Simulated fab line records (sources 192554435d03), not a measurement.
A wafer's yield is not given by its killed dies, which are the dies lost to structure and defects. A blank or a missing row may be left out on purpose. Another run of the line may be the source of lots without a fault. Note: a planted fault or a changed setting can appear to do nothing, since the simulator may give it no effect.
Chamber matching :: flow n5_finfet :: N5_BEOL_M6_ETCH_65 on rie_diel-04 has 4 sister chambers
The step etches SiARC in CF4, target depth 15.6 nm, time 26 s. 14 wafers are shown with their chamber, then 6 later ones without.

== WAFERS, EACH WITH ITS CHAMBER ==
wafer: L777.1
chamber: 3
drypump_motor_current_A (A): 5.1
showerhead_plenum_p_Torr (Torr): 2.07
oes_product_au (a.u.): 0.70

wafer: L777.3
chamber: 0
drypump_motor_current_A (A): 5.9
showerhead_plenum_p_Torr (Torr): 2.08
oes_product_au (a.u.): 0.68

wafer: L777.4
chamber: 2
drypump_motor_current_A (A): 6.0
showerhead_plenum_p_Torr (Torr): 2.13
oes_product_au (a.u.): 0.60

wafer: L779.4
chamber: 0
drypump_motor_current_A (A): 6.0
showerhead_plenum_p_Torr (Torr): 2.08
oes_product_au (a.u.): 0.66

wafer: L779.5
chamber: 2
drypump_motor_current_A (A): 6.0
showerhead_plenum_p_Torr (Torr): 2.13
oes_product_au (a.u.): 0.59

wafer: L779.6
chamber: 1
drypump_motor_current_A (A): 5.8
showerhead_plenum_p_Torr (Torr): 2.19
oes_product_au (a.u.): 0.82

wafer: L781.1
chamber: 0
drypump_motor_current_A (A): 5.9
showerhead_plenum_p_Torr (Torr): 2.08
oes_product_au (a.u.): 0.67

wafer: L781.2
chamber: 1
drypump_motor_current_A (A): 5.8
showerhead_plenum_p_Torr (Torr): 2.19
oes_product_au (a.u.): 0.81

wafer: L781.3
chamber: 2
drypump_motor_current_A (A): 6.0
showerhead_plenum_p_Torr (Torr): 2.13
oes_product_au (a.u.): 0.60

wafer: L782.2
chamber: 2
drypump_motor_current_A (A): 6.0
showerhead_plenum_p_Torr (Torr): 2.13
oes_product_au (a.u.): 0.59

wafer: L782.4
chamber: 3
drypump_motor_current_A (A): 5.1
showerhead_plenum_p_Torr (Torr): 2.06
oes_product_au (a.u.): 0.70

wafer: L782.5
chamber: 1
drypump_motor_current_A (A): 5.8
showerhead_plenum_p_Torr (Torr): 2.19
oes_product_au (a.u.): 0.79

wafer: L785.1
chamber: 3
drypump_motor_current_A (A): 5.1
showerhead_plenum_p_Torr (Torr): 2.06
oes_product_au (a.u.): 0.68

wafer: L785.3
chamber: 0
drypump_motor_current_A (A): 5.9
showerhead_plenum_p_Torr (Torr): 2.07
oes_product_au (a.u.): 0.65

SIGNATURES (means of the wafers above)
reading: drypump_motor_current_A
chamber 0: 5.925
chamber 1: 5.800
chamber 2: 6.000
chamber 3: 5.100
scatter within a chamber: 0.0274

reading: showerhead_plenum_p_Torr
chamber 0: 2.0775
chamber 1: 2.1900
chamber 2: 2.1300
chamber 3: 2.0633
scatter within a chamber: 0.00376

reading: oes_product_au
chamber 0: 0.6650
chamber 1: 0.8067
chamber 2: 0.5950
chamber 3: 0.6933
scatter within a chamber: 0.0115
Rule: for each reading, subtract the chamber's mean from the wafer's reading, divide by that reading's scatter and square the result; add these up over the readings and take the root, which gives the wafer's distance from the chamber. If the next closest chamber is less than 2 further off than the closest, the wafer can't be placed; otherwise it belongs to the closest. The scatter: the root of (the sum of the squares of (reading less its chamber's mean) over the shown wafers, divided by (wafers less chambers)).

== WAFERS WITH NO CHAMBER GIVEN ==
wafer: L785.4
drypump_motor_current_A (A): 5.9
showerhead_plenum_p_Torr (Torr): 2.19
oes_product_au (a.u.): 0.78

wafer: L793.3
drypump_motor_current_A (A): 6.0
showerhead_plenum_p_Torr (Torr): 2.12
oes_product_au (a.u.): 0.58

wafer: L793.5
drypump_motor_current_A (A): 5.9
showerhead_plenum_p_Torr (Torr): 2.07
oes_product_au (a.u.): 0.64

wafer: L800.1
drypump_motor_current_A (A): 5.9
showerhead_plenum_p_Torr (Torr): 2.06
oes_product_au (a.u.): 0.63

wafer: L800.3
drypump_motor_current_A (A): 5.8
showerhead_plenum_p_Torr (Torr): 2.18
oes_product_au (a.u.): 0.72

wafer: L800.4
drypump_motor_current_A (A): 6.0
showerhead_plenum_p_Torr (Torr): 2.12
oes_product_au (a.u.): 0.57

== WHICH CHAMBER EACH WENT THROUGH ==
wafer: L785.4
from the rows above: 1
in truth: 1

wafer: L793.3
from the rows above: 2
in truth: 2

wafer: L793.5
from the rows above: 0
in truth: 0

wafer: L800.1
from the rows above: 0
in truth: 0

wafer: L800.3
from the rows above: 1
in truth: 1

wafer: L800.4
from the rows above: 2
in truth: 2
Correct placement for 6 of the 6. Number that these rows cannot place: 0. Number placed wrongly: 0.
